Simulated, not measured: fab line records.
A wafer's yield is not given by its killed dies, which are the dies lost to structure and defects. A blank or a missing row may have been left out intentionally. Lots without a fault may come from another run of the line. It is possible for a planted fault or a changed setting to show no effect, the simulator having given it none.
fab line records ; flow nandHarc
[record] lots = 6; wafers = 18; lastDay = 33
route steps=1302 shown A_SLIT@927 A_SIN_REMOVE@947 A_WL_FILL@952 END@1302
lots with no fault: from the same line, run without faults
startH: start of the lot's first displayed wafer, in hours after the record's first day ; waitH: hours elapsed since this lot's preceding step ; " as in the row above ; L1.1+2: a single row standing in for several wafers ; - value missing, or start not given ; * or withheld: withheld ; < > ~ a bound
route shown NAME@n: NAME is a module with steps in the file, n the number in the route of the first one ; usual: mean and standard deviation over wafers with no fault ; same: alike in all rows ; chamber/n: place in a boat ; sites: per-site readings ; _std_site: the values' standard deviation ; _edge_site: inner sites' mean taken away from outer sites' mean ; radiusMm: how far each site lies from the wafer's centre ; mask NAME#n: copy n ; behind: the tool/chamber that last shaped the wafer ; hold: why the lot went on hold/how many hours it stayed there/how the hold came to an end ; device: which transistor (n, p or np) failed to switch ; end of line: at the end of the route, the tests of the same wafers ; a step without rows: its recipe alone ; killed: dies that structure and defects cost at the first sort, which is not the same as the wafer's yield ; map: dies across one wafer; x = killed, . = not, _ = none there
set.NAME: the setting that was run; set.NAME@STEP: the one run at that earlier step ; model.NAME: the simulator's own value behind a step, which no gauge read
lots at selected steps of the route; one table per step, one row per wafer
services: a tool's chamber out of use, with start hour (startH, from the record's first day; less than 0 if before it), hours out, and reason
[[steps]]
[step NHARC_A_SLIT_COAT_03]
[recipe] spinRpm = 1500; resistThkNm = 90
[step NHARC_A_SLIT_SOFTBAKE_04]
[recipe] tempC = 105; timeS = 55
[step NHARC_A_SLIT_EBR_05]
[step NHARC_A_SLIT_EXPOSE_06]
[recipe] na = 1.35; doseMj = 60.82; maskId = SLIT
[step NHARC_A_SLIT_PEB_07]
[recipe] pebTempC = 100; pebTimeS = 65
[step NHARC_A_SLIT_DEVELOP_08]
[recipe] developTimeS = 35; devTempC = 23
[step NHARC_A_SLIT_CD_MEAS_09]
[recipe] targetCdNm = 300; landingEnergyEv = 500
[usual] cdNm = 300.0/0.51
lot.wafer;tool;chamber;startH;waitH;cdNm
L911.2;cdSem-03;0;472.59;-;299.9
L911.5;cdSem-03;0;472.59;-;300.3
L911.6;cdSem-03;0;472.59;-;300.9
L914.1;cdSem-01;0;478.86;-;299.4
L914.3;cdSem-01;0;478.86;-;299.7
L914.4;cdSem-01;0;478.86;-;300.6
L913.1;cdSem-03;0;480.23;-;299.4
L913.4;cdSem-03;0;480.23;-;299.8
L913.6;cdSem-03;0;480.23;-;299.8
L928.1;cdSem-03;0;640.20;-;301.1
L928.3;cdSem-03;0;640.20;-;300.7
L928.4;cdSem-03;0;640.20;-;300.5
L932.4;cdSem-03;0;668.17;-;300.0
L932.5;cdSem-03;0;668.17;-;300.4
L932.6;cdSem-03;0;668.17;-;300.0
L934.1;cdSem-01;0;683.91;-;300.2
L934.3;cdSem-01;0;683.91;-;299.7
L934.5;cdSem-01;0;683.91;-;300.3
[step NHARC_A_SLIT_OVL_MEAS_10]
[usual] overlayXNm = 0.0/0.91; overlayYNm = 0.2/0.78
lot.wafer;tool;chamber;startH;waitH;overlayXNm;overlayYNm
L911.2;overlay-02;-;472.67;-;-0.2;0.0
L911.5;overlay-02;-;472.67;-;-0.4;-0.5
L911.6;overlay-02;-;472.67;-;-0.1;-0.6
L914.1;overlay-01;-;478.95;-;0.7;0.8
L914.3;overlay-01;-;478.95;-;0.3;0.5
L914.4;overlay-01;-;478.95;-;0.2;0.6
L913.1;overlay-01;-;480.32;-;-0.2;-0.1
L913.4;overlay-01;-;480.32;-;-0.9;-0.1
L913.6;overlay-01;-;480.32;-;-0.9;0.5
L928.1;overlay-01;-;640.29;-;0.7;0.6
L928.3;overlay-01;-;640.29;-;0.4;0.4
L928.4;overlay-01;-;640.29;-;0.3;0.3
L932.4;overlay-01;-;668.25;-;-0.3;-1.2
L932.5;overlay-01;-;668.25;-;-1.0;-1.0
L932.6;overlay-01;-;668.25;-;-0.1;-1.3
L934.1;overlay-02;-;684.00;-;0.5;-1.5
L934.3;overlay-02;-;684.00;-;0.6;-1.5
L934.5;overlay-02;-;684.00;-;0.9;-0.9
[step NHARC_A_SLIT_INSPECT_11]
[usual] rawDefectCount = 55/32
lot.wafer;tool;chamber;startH;waitH;rawDefectCount
L911.2;defectInspect-02;-;472.71;0.0;49
L911.5;defectInspect-02;-;472.71;0.0;69
L911.6;defectInspect-02;-;472.71;0.0;69
L914.1;defectInspect-01;-;478.99;0.0;23
L914.3;defectInspect-01;-;478.99;0.0;17
L914.4;defectInspect-01;-;478.99;0.0;10
L913.1;defectInspect-01;-;480.36;0.0;29
L913.4;defectInspect-01;-;480.36;0.0;19
L913.6;defectInspect-01;-;480.36;0.0;19
L928.1;defectInspect-02;-;640.34;0.1;19
L928.3;defectInspect-02;-;640.34;0.1;29
L928.4;defectInspect-02;-;640.34;0.1;23
L932.4;defectInspect-02;-;668.28;0.0;42
L932.5;defectInspect-02;-;668.28;0.0;49
L932.6;defectInspect-02;-;668.28;0.0;59
L934.1;defectInspect-01;-;684.03;0.0;68
L934.3;defectInspect-01;-;684.03;0.0;62
L934.5;defectInspect-01;-;684.03;0.0;76
[step NHARC_A_SLIT_DESCUM_14]
[recipe] timeS = 3; o2FlowSccm = 200; arFlowSccm = 0; biasPowerW = 0; chemistry = O2
[usual] drypumpMotorCurrentA = 5.9/0.61; oesProductAu = 1.000/0.0094; rfVppV = 57.7/0.83; showerheadPlenumPTorr = 1.92/0.056; throttleValvePct = 11.310/0.0089
lot.wafer;tool;chamber;startH;waitH;drypumpMotorCurrentA;oesProductAu;rfHoursCounterH;rfVppV;showerheadPlenumPTorr;throttleValvePct
L911.2;rieDiel-02;2;472.77;0.1;6.5;0.995;6.0;57.8;1.90;11.322
L911.6;rieDiel-02;2;472.77;0.1;6.5;0.989;-;57.1;1.90;11.313
L911.5;rieDiel-02;1;472.77;0.1;5.7;1.008;-;58.4;1.96;11.311
L914.3;rieDiel-02;2;479.06;0.1;6.5;0.979;7.0;57.5;1.90;11.315
L914.1;rieDiel-02;3;479.06;0.1;5.9;0.988;3.9;58.3;1.95;11.318
L914.4;rieDiel-02;1;479.06;0.1;5.7;0.993;-;57.7;1.96;11.303
L913.4;rieDiel-05;2;480.43;0.1;6.5;1.010;4.6;57.6;1.99;11.315
L913.1;rieDiel-05;3;480.43;0.1;6.3;1.003;4.1;57.1;1.83;11.313
L913.6;rieDiel-05;1;480.43;0.1;5.1;1.004;-;58.2;1.95;11.324
L928.1;rieDiel-05;1;640.41;0.1;5.1;1.009;2.8;56.6;1.94;11.314
L928.3;rieDiel-05;3;640.41;0.1;6.2;1.005;3.0;56.7;1.83;11.314
L928.4;rieDiel-05;1;640.41;0.1;5.1;1.014;-;58.6;1.94;11.304
L932.4;rieDiel-05;3;668.37;0.1;6.2;0.992;5.0;56.6;1.83;11.306
L932.5;rieDiel-05;0;668.37;0.1;5.0;0.980;-;56.8;1.99;11.319
L932.6;rieDiel-05;1;668.37;0.1;5.1;0.999;-;58.5;1.94;11.310
L934.3;rieDiel-02;0;684.09;0.1;5.3;1.005;5.8;58.1;1.94;11.308
L934.1;rieDiel-02;1;684.09;0.1;5.8;1.006;5.6;58.0;1.95;11.298
L934.5;rieDiel-02;1;684.09;0.1;5.8;0.993;-;57.0;1.95;11.290
[step NHARC_A_SLIT_ETCH_24]
[recipe] targetDepthA = 1210; timeS = 60.5; cf4FlowSccm = 100; chf3FlowSccm = 30; arFlowSccm = 0; rfW = 500; biasW = 200; chemistry = CF4/CHF3
[step NHARC_A_SLIT_ETCH_15]
[recipe] targetDepthA = 62000; overEtchFrac = 0.3; timeS = 1612; ionEnergyEv = 150; o2FlowSccm = 400; cosFlowSccm = 20; arFlowSccm = 0; rfW = 500; biasW = 300; chemistry = O2/COS
[step NHARC_A_SLIT_ETCH_17]
[recipe] biasV = 900; sourceW = withheld; pressureMtorr = 20; arFlowSccm = 375; c4f8FlowSccm = 83.3; o2FlowSccm = 41.7; timeS = 4254.5; targetDepthA = 2.03e+05; chemistry = C4F8/O2/Ar
[usual] drypumpMotorCurrentA = 5.8/0.35; showerheadPlenumPTorr = 3.69/0.11; throttleValvePct = 32.045/0.0096
lot.wafer;tool;chamber;startH;waitH;drypumpMotorCurrentA;rfHoursCounterH;showerheadPlenumPTorr;throttleValvePct
L911.2;harEtch-01;0;476.36;-;5.7;253;3.64;32.044
L911.5;harEtch-01;1;478.20;-;6.4;-;3.64;32.051
L911.6;harEtch-01;0;478.20;-;5.7;-;3.65;32.053
L914.1;harEtch-01;0;484.37;-;5.7;260;3.64;32.026
L914.4;harEtch-01;1;484.37;-;6.3;-;3.64;32.043
L914.3;harEtch-01;0;484.37;-;5.7;-;3.64;32.045
L913.1;harEtch-02;0;485.65;-;5.7;58;3.91;32.039
L913.4;harEtch-02;1;487.47;-;5.4;-;3.69;32.059
L913.6;harEtch-02;0;487.47;-;5.7;-;3.91;32.034
L928.1;harEtch-01;1;641.93;-;6.4;344;3.60;32.023
L928.4;harEtch-01;1;643.14;-;6.3;-;3.60;32.047
L928.3;harEtch-01;0;643.14;-;5.7;-;3.60;32.051
L932.4;harEtch-01;1;670.85;-;6.3;-;3.58;32.054
L932.5;harEtch-01;1;672.08;-;6.3;-;3.58;32.056
L932.6;harEtch-01;0;672.08;-;5.7;-;3.58;32.051
L934.1;harEtch-02;0;685.95;-;5.7;169;3.84;32.044
L934.3;harEtch-02;1;685.95;-;5.4;-;3.63;32.059
L934.5;harEtch-02;0;688.34;-;5.7;-;3.84;32.051
[step NHARC_A_SLIT_ETCH_26]
[recipe] biasV = 400; sourceW = 2000; pressureMtorr = 25; timeS = 90; arFlowSccm = 375; c4f8FlowSccm = 41.7; o2FlowSccm = 83.3; targetDepthA = 4000; chemistry = C4F8/O2/Ar
[usual] drypumpMotorCurrentA = 5.8/0.34; rfFwdPowerW = 1990/5.8; showerheadPlenumPTorr = 3.72/0.11; throttleValvePct = 27.619/0.0097
lot.wafer;tool;chamber;startH;waitH;drypumpMotorCurrentA;rfFwdPowerW;rfHoursCounterH;showerheadPlenumPTorr;throttleValvePct
L911.2;harEtch-01;0;479.45;2.5;5.7;1990;256;3.67;27.613
L911.5;harEtch-01;1;479.45;2.5;6.4;1985;-;3.68;27.611
L911.6;harEtch-01;0;479.45;2.5;5.7;1995;-;3.67;27.620
L914.1;harEtch-01;0;487.43;2.5;5.7;1988;263;3.67;27.619
L914.4;harEtch-01;1;487.43;2.5;6.3;1988;-;3.67;27.628
L914.3;harEtch-01;0;487.43;2.5;5.7;1993;-;3.67;27.614
L913.1;harEtch-02;0;489.29;3.0;5.7;1981;61;3.94;27.618
L913.4;harEtch-02;1;489.29;3.0;5.4;1993;-;3.72;27.621
L913.6;harEtch-02;0;489.29;3.0;5.7;1985;-;3.94;27.612
L928.1;harEtch-01;1;645.57;3.0;6.3;1988;347;3.62;27.594
L928.4;harEtch-01;1;645.57;3.0;6.4;1998;-;3.62;27.619
L928.3;harEtch-01;0;645.57;3.0;5.7;1997;-;3.62;27.617
L932.4;harEtch-01;1;673.37;1.9;6.3;1981;-;3.61;27.611
L932.5;harEtch-01;1;673.37;1.9;6.3;1975;-;3.61;27.636
L932.6;harEtch-01;0;673.37;1.9;5.7;1998;-;3.61;27.605
L934.1;harEtch-02;0;688.97;2.4;5.7;1991;172;3.88;27.629
L934.3;harEtch-02;1;688.97;2.4;5.4;1988;-;3.66;27.624
L934.5;harEtch-02;0;688.97;2.4;5.7;1980;-;3.88;27.613
[step NHARC_A_SLIT_STRIP_28]
[recipe] o2FlowSccm = 400; cosFlowSccm = 20; arFlowSccm = 0; biasW = 0; chemistry = O2/COS
[step NHARC_A_SLIT_ETCH_29]
[recipe] targetDepthA = 1000; overetchA = 100; timeS = 55; ionEnergyEv = 100; cf4FlowSccm = 80; o2FlowSccm = 20; arFlowSccm = 0; rfW = 300; biasW = 100; chemistry = CF4/O2
[usual] drypumpMotorCurrentA = 5.9/0.56; oesProductAu = 0.999/0.011; rfFwdPowerW = 296.9/1.1; rfVppV = 197.9/1.1; showerheadPlenumPTorr = 1.34/0.033; throttleValvePct = 13.397/0.0091
lot.wafer;tool;chamber;startH;waitH;drypumpMotorCurrentA;oesProductAu;rfFwdPowerW;rfHoursCounterH;rfVppV;showerheadPlenumPTorr;throttleValvePct
L911.2;rieDiel-03;2;480.31;0.1;5.2;1.015;297.5;0.8;199.2;1.33;13.401
L911.6;rieDiel-03;1;480.31;0.1;6.0;0.992;296.7;-;197.1;1.27;13.406
L911.5;rieDiel-03;2;480.31;0.1;5.2;1.006;297.7;-;197.5;1.32;13.407
L914.3;rieDiel-03;1;488.29;0.1;6.1;0.986;296.4;1.4;196.9;1.27;13.400
L914.4;rieDiel-03;2;488.29;0.1;5.2;0.994;297.7;1.2;198.7;1.33;13.409
L914.1;rieDiel-03;3;488.29;0.1;6.4;1.004;296.5;0.9;197.8;1.31;13.396
L913.4;rieDiel-03;3;490.18;0.1;6.3;1.016;295.6;1.0;197.2;1.31;13.401
L913.1;rieDiel-03;1;490.18;0.1;6.1;0.990;295.4;1.5;196.7;1.27;13.399
L913.6;rieDiel-03;3;490.18;0.1;6.4;1.016;295.3;-;197.7;1.31;13.394
L928.1;rieDiel-05;0;646.46;0.1;5.0;0.990;297.1;3.8;197.9;1.39;13.396
L928.3;rieDiel-05;1;646.46;0.1;5.1;1.016;296.7;3.7;199.4;1.35;13.401
L928.4;rieDiel-05;2;646.46;0.1;6.5;1.025;296.5;3.0;198.1;1.38;13.413
L932.4;rieDiel-03;3;674.24;0.1;6.4;0.998;297.1;-;198.3;1.31;13.410
L932.6;rieDiel-03;0;674.24;0.1;6.8;1.009;297.2;-;196.8;1.35;13.401
L932.5;rieDiel-03;2;674.24;0.1;5.2;1.001;297.8;-;196.4;1.32;13.420
L934.3;rieDiel-02;3;689.83;0.1;5.9;0.996;297.2;5.5;197.9;1.36;13.393
L934.1;rieDiel-02;1;689.83;0.1;5.8;1.005;297.3;6.6;198.3;1.36;13.386
L934.5;rieDiel-02;0;689.83;0.1;5.3;1.006;297.3;-;196.3;1.35;13.386
[step NHARC_A_SLIT_STRIP_18]
[recipe] o2FlowSccm = 500; arFlowSccm = 0; biasW = 0; chemistry = O2
[usual] drypumpMotorCurrentA = 6.0/0.56; oesProductAu = 0.999/0.0097; rfVppV = 57.8/0.85; showerheadPlenumPTorr = 3.53/0.085; throttleValvePct = 17.037/0.0091
lot.wafer;tool;chamber;startH;waitH;drypumpMotorCurrentA;oesProductAu;rfHoursCounterH;rfVppV;showerheadPlenumPTorr;throttleValvePct
L911.2;rieDiel-03;0;-;-;6.8;0.994;0.7;58.5;3.57;17.044
L911.6;rieDiel-03;3;-;-;6.4;1.013;-;57.0;3.48;17.047
L911.5;rieDiel-03;0;-;-;6.8;0.989;-;58.5;3.57;17.032
L914.1;rieDiel-03;3;-;-;6.4;1.014;0.9;56.3;3.48;17.031
L914.3;rieDiel-03;0;-;-;6.8;0.994;1.1;57.7;3.57;17.028
L914.4;rieDiel-03;1;-;-;6.1;0.983;1.4;58.8;3.37;17.038
L913.4;rieDiel-03;3;-;-;6.5;1.005;1.0;58.4;3.48;17.036
L913.1;rieDiel-03;0;-;-;6.8;0.992;1.2;58.0;3.57;17.045
L913.6;rieDiel-03;1;-;-;6.1;0.991;-;57.7;3.37;17.040
L928.3;rieDiel-05;3;-;-;6.2;1.005;4.0;56.2;3.38;17.038
L928.4;rieDiel-05;1;-;-;5.1;1.005;3.7;58.0;3.58;17.022
L928.1;rieDiel-05;2;-;-;6.5;1.013;3.0;56.7;3.65;17.066
L932.6;rieDiel-03;0;-;-;6.7;1.000;-;57.0;3.56;17.040
L932.4;rieDiel-03;2;-;-;5.2;0.998;-;57.8;3.50;17.045
L932.5;rieDiel-03;3;-;-;6.5;0.991;-;58.2;3.47;17.032
L934.3;rieDiel-02;0;-;-;5.3;1.007;6.9;58.5;3.58;17.023
L934.1;rieDiel-02;1;-;-;5.8;1.003;6.6;59.8;3.60;17.015
L934.5;rieDiel-02;1;-;-;5.8;1.009;-;59.9;3.60;17.034
[step NHARC_A_SLIT_PRECLEAN_19]
[recipe] timeS = *; tempC = 50; bathAgeMin = 0; chemistry = SC1
[step NHARC_A_SLIT_SRD_20]
[step NHARC_A_SLIT_CD_MEAS_21]
[usual] cdNm = 289.9/1.1
lot.wafer;tool;chamber;startH;waitH;cdNm
L911.2;cdSem-02;-;480.84;-;290.5
L911.5;cdSem-02;-;480.84;-;290.7
L911.6;cdSem-02;-;480.84;-;289.2
L914.1;cdSem-01;-;488.82;-;290.4
L914.3;cdSem-01;-;488.82;-;290.0
L914.4;cdSem-01;-;488.82;-;291.0
L913.1;cdSem-02;-;490.71;-;288.3
L913.4;cdSem-02;-;490.71;-;289.0
L913.6;cdSem-02;-;490.71;-;290.1
L928.1;cdSem-01;-;647.00;-;289.7
L928.3;cdSem-01;-;647.00;-;290.4
L928.4;cdSem-01;-;647.00;-;290.3
L932.4;cdSem-02;-;674.82;-;290.7
L932.5;cdSem-02;-;674.82;-;291.2
L932.6;cdSem-02;-;674.82;-;291.0
L934.1;cdSem-02;-;690.36;-;291.3
L934.3;cdSem-02;-;690.36;-;290.6
L934.5;cdSem-02;-;690.36;-;291.2
[step NHARC_A_SIN_REMOVE_WET_00]
[recipe] tempC = 160; timeS = 15300; chemistry = H3PO4
[step NHARC_A_SIN_REMOVE_PRECLEAN_01]
[recipe] timeS = *; tempC = 50; bathAgeMin = 0; chemistry = SC1
[step NHARC_A_SIN_REMOVE_SRD_02]
[step NHARC_A_SIN_REMOVE_INSPECT_04]
[usual] rawDefectCount = 371/90
lot.wafer;tool;chamber;startH;waitH;rawDefectCount
L911.2;defectInspect-01;-;487.52;0.0;307
L911.5;defectInspect-01;-;487.52;0.0;307
L911.6;defectInspect-01;-;487.52;0.0;302
L914.1;defectInspect-01;-;495.41;0.0;383
L914.3;defectInspect-01;-;495.41;0.0;255
L914.4;defectInspect-01;-;495.41;0.0;295
L913.1;defectInspect-01;-;498.72;0.0;306
L913.4;defectInspect-01;-;498.72;0.0;305
L913.6;defectInspect-01;-;498.72;0.0;283
L928.1;defectInspect-01;-;653.68;0.1;1030
L928.3;defectInspect-01;-;653.68;0.1;400
L928.4;defectInspect-01;-;653.68;0.1;1089
L932.4;defectInspect-02;-;681.45;0.1;1037
L932.5;defectInspect-02;-;681.45;0.1;959
L932.6;defectInspect-02;-;681.45;0.1;310
L934.1;defectInspect-02;-;696.96;0.0;404
L934.3;defectInspect-02;-;696.96;0.0;325
L934.5;defectInspect-02;-;696.96;0.0;363
[step NHARC_A_WL_FILL_ALD_00]
[recipe] targetThkA = 30; pulseTimeS = 3; aldCycles = 30; tempC = 300; material = Al2O3
[usual] heaterPowerOuterW = 279/41; heaterPowerW = 490/62; precursorPulseHeightRel = 0.999/0.02
lot.wafer;tool;chamber;startH;waitH;heaterPowerOuterW;heaterPowerW;precursorPulseHeightRel
L911.2;aldHk-01;1;487.64;0.1;220;406;0.990
L911.6;aldHk-01;3;487.64;0.1;290;496;0.978
L911.5;aldHk-01;0;487.64;0.1;271;441;1.008
L914.3;aldHk-04;1;495.64;0.2;270;461;0.985
L914.4;aldHk-04;3;495.64;0.2;307;546;1.011
L914.1;aldHk-04;0;495.64;0.2;310;574;0.960
L913.1;aldHk-04;2;498.79;0.1;349;580;1.000
L913.4;aldHk-04;0;498.79;0.1;298;561;0.991
L913.6;aldHk-04;3;498.79;0.1;315;538;0.986
L928.3;aldHk-01;3;653.80;0.1;300;520;1.005
L928.4;aldHk-01;0;653.80;0.1;273;442;0.981
L928.1;aldHk-01;1;653.80;0.1;233;420;0.973
L932.4;aldHk-04;3;681.51;0.1;298;519;0.995
L932.6;aldHk-04;3;681.51;0.1;292;527;0.995
L932.5;aldHk-04;0;681.51;0.1;287;556;0.990
L934.1;aldHk-04;1;697.02;0.1;260;455;1.026
L934.3;aldHk-04;2;697.02;0.1;336;537;0.973
L934.5;aldHk-04;2;697.02;0.1;341;548;1.022
[step NHARC_END_SORT_01]
[recipe] tempC = 25
[usual] killedAtArray = 49/18; killedAtOther = 0.8/1; killedAtPeriphery = 4.2/2.8; killedDies = 54/18; killedOpen = 3.0/1.7; killedShort = 2.5/1.6
[same] grossDies = 677
lot.wafer;tool;chamber;startH;waitH;killedAtArray;killedAtOther;killedAtPeriphery;killedDies;killedOpen;killedShort
L911.2;prober-02;0;588.01;2.8;54;0;4;58;3;2
L911.5;prober-02;0;590.41;3.7;70;0;11;81;1;2
L911.6;prober-02;0;591.21;4.0;48;0;8;56;0;1
L928.1;prober-01;0;750.15;2.5;122;1;5;128;5;3
L928.4;prober-01;0;752.55;3.4;105;2;1;108;1;5
L932.4;prober-02;0;777.89;3.4;109;0;2;111;3;3
L932.5;prober-02;0;778.70;3.7;107;0;3;110;0;1
// killed by level:class
L911.2 A_CHANNEL_HOLE_D1:chamberFilmFlake=25 A_SLIT:chamberFilmFlake=13 A_CHANNEL_HOLE_D2:chamberFilmFlake=6 A_CONTACT:chamberFilmFlake=3 P_ZERO_WELL:chamberFilmFlake=2 A_ONON_D1:geometricParticle:open=1 A_CHANNEL_FILL_D1:geometricParticle:short=1 A_DECK1_JOINT:geometricParticle:open=1
L911.5 A_CHANNEL_HOLE_D1:chamberFilmFlake=33 A_SLIT:chamberFilmFlake=20 A_CHANNEL_HOLE_D2:chamberFilmFlake=7 P_GATE:chamberFilmFlake=3 P_BONDPAD:chamberFilmFlake=3 A_STAIRCASE:chamberFilmFlake=3 P_ZERO_WELL:chamberFilmFlake=2 P_M2:chamberFilmFlake=2
L911.6 A_CHANNEL_HOLE_D1:chamberFilmFlake=20 A_SLIT:chamberFilmFlake=13 A_CHANNEL_HOLE_D2:chamberFilmFlake=6 A_STAIRCASE:chamberFilmFlake=5 P_GATE:chamberFilmFlake=3 P_M2:chamberFilmFlake=2 P_BONDPAD:chamberFilmFlake=2 A_CONTACT:chamberFilmFlake=2
L928.1 A_SLIT:unspecified=87 A_SLIT:chamberFilmFlake=10 A_CONTACT:chamberFilmFlake=9 A_ONON_D1:geometricParticle:open=3 A_CHANNEL_HOLE_D1:chamberFilmFlake=3 A_STAIRCASE:chamberFilmFlake=2 A_SGD_CUT:chamberFilmFlake=2 A_WL_FILL:chamberFilmFlake=2
L928.4 A_SLIT:unspecified=88 A_SLIT:chamberFilmFlake=5 A_CONTACT:chamberFilmFlake=3 A_CHANNEL_HOLE_D2:chamberFilmFlake=2 A_STAIRCASE:chamberFilmFlake=2 P_M1:geometricParticle:short=1 A_DECK1_JOINT:geometricParticle:short=1 A_ONON_D2:geometricParticle:short=1
L932.4 A_SLIT:unspecified=84 A_CHANNEL_HOLE_D2:chamberFilmFlake=6 A_SLIT:chamberFilmFlake=6 A_CONTACT:chamberFilmFlake=6 A_ONON_D2:geometricParticle:open=2 A_ONON_D1:geometricParticle:short=1 A_WL_FILL:geometricParticle:short=1 A_BLC:geometricParticle:open=1
L932.5 A_SLIT:unspecified=91 A_STAIRCASE:chamberFilmFlake=4 A_CONTACT:chamberFilmFlake=4 A_ZERO_WELL:chamberFilmFlake=3 P_GATE:chamberFilmFlake=2 A_SLIT:chamberFilmFlake=2 A_DECK1_JOINT:geometricParticle:short=1 P_ZERO_WELL:chamberFilmFlake=1
// map L928.1 (x killed, . not)
____________.____________
_________......._________
_______..........._______
______.............______
_____x...........x.._____
____.....x...........____
____.................____
___...................___
___..x....x...........___
__.....................__
__x...x................__
_...........x....x.x...._
_...........x..xx......._
_.........x...xxxxx....x_
_.............xxxxxx..xx_
_......x.....xxxxxxx.x.._
......xx....xxxxxxxx.x...
...........x.xxxxxxxxxxx.
........xx.x.xxxxxxxx.xx.
...........xxxxxxxxx.x...
.............xxxxxxxx..x.
_...........xxxxxxxxx..._
_...........x.xxxxxx...._
_............xxxxxxx...x_
_x...........xxx.x.....x_
_...x.........x........._
__............x........__
__................x....__
___...................___
___...................___
____.............x...____
____.................____
_____..............x_____
______.............______
_______..........._______
_________......._________
____________.____________
// map L932.4 (x killed, . not)
____________.____________
_________......._________
_______..........._______
______.............______
_____...x..........._____
____.................____
____.................____
___...................___
___...............x...___
__..........x.x........__
__......x........x.....__
_......................._
_............x.x........_
_.............x.xx.x...._
_..x.........xxxxxx...x._
_...........xxxxxxx....._
............xxxxxxxx.x...
............xxxxxxxxx....
...........x.xxxxxxxx....
...........xxxxxxxxxxx...
..........xxxxxxxxxxx....
_...........xxxxxxxx.xx._
_............xxxxxxx.x.._
_.............xxxxxx...._
_....x.......xx.xxx....._
_............x.xx......._
__.....................__
__................x....__
___...................___
___...................___
____.................____
____.................____
_____..............._____
______.............______
_______..........._______
_________..x...._________
____________.____________
[[services]]
tool;chamber;startH;hours;kind
rieDiel-02;3;458.19;11.3;repair
rieDiel-03;-;458.30;9.0;pm
rieDiel-03;0;458.30;9.0;ventCycle
rieDiel-03;1;458.30;9.0;ventCycle
rieDiel-03;2;458.30;9.0;ventCycle
rieDiel-03;3;458.30;9.0;ventCycle
rieDiel-03;0;467.30;-;clean
rieDiel-03;1;467.30;-;clean
rieDiel-03;2;467.30;-;clean
rieDiel-03;3;467.30;-;clean
aldHk-01;-;476.66;10.0;pm
rieDiel-03;0;491.80;-;clean
harEtch-02;-;540.69;2.4;repair
rieDiel-02;-;570.89;9.0;pm
rieDiel-05;-;583.64;9.0;pm
rieDiel-02;0;621.41;3.1;repair
aldHk-04;-;622.47;1.4;repair
rieDiel-03;-;635.30;9.0;pm
rieDiel-05;2;635.47;6.6;repair
rieDiel-05;-;636.64;0.2;repair
aldHk-01;-;654.66;10.0;pm
rieDiel-02;1;662.85;3.1;repair
rieDiel-03;1;669.04;20.1;repair
rieDiel-03;2;680.61;12.1;repair
[[key]]
[firstSign] step = NHARC_A_SIN_REMOVE_INSPECT_04; reading = rawDefectCount; direction = up; sigmas = 7.3; usual = 371; struck = 1029
[effect] step = NHARC_END_SORT_01; reading = killedAtArray; direction = up; sigmas = 3.4; usual = 49; struck = 111
[moreKillsBornAt] NHARC_A_SLIT_ETCH_17@harEtch-01 = 224
metAt NHARC_A_SLIT_ETCH_17
struckWafers L928.1,L928.4,L932.4,L932.5
testerLeftOut L928,L932
onsetBetween 484.37 641.93
[fault] kind = chamberParticleSource; tool = harEtch-01; chamber = 1; onsetH = 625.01; steps = NHARC_A_SLIT_ETCH_17; ratePerVisitCm2 = 1.0916; endH = 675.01
// testerLeftOut: of these lots the tester's yield and bins aren't shown, on N5 and GAA mostly nor the transistor test; their killed dies are dies lost to structure and defects alone, not to doping, threshold or leakage, so they don't give the yield
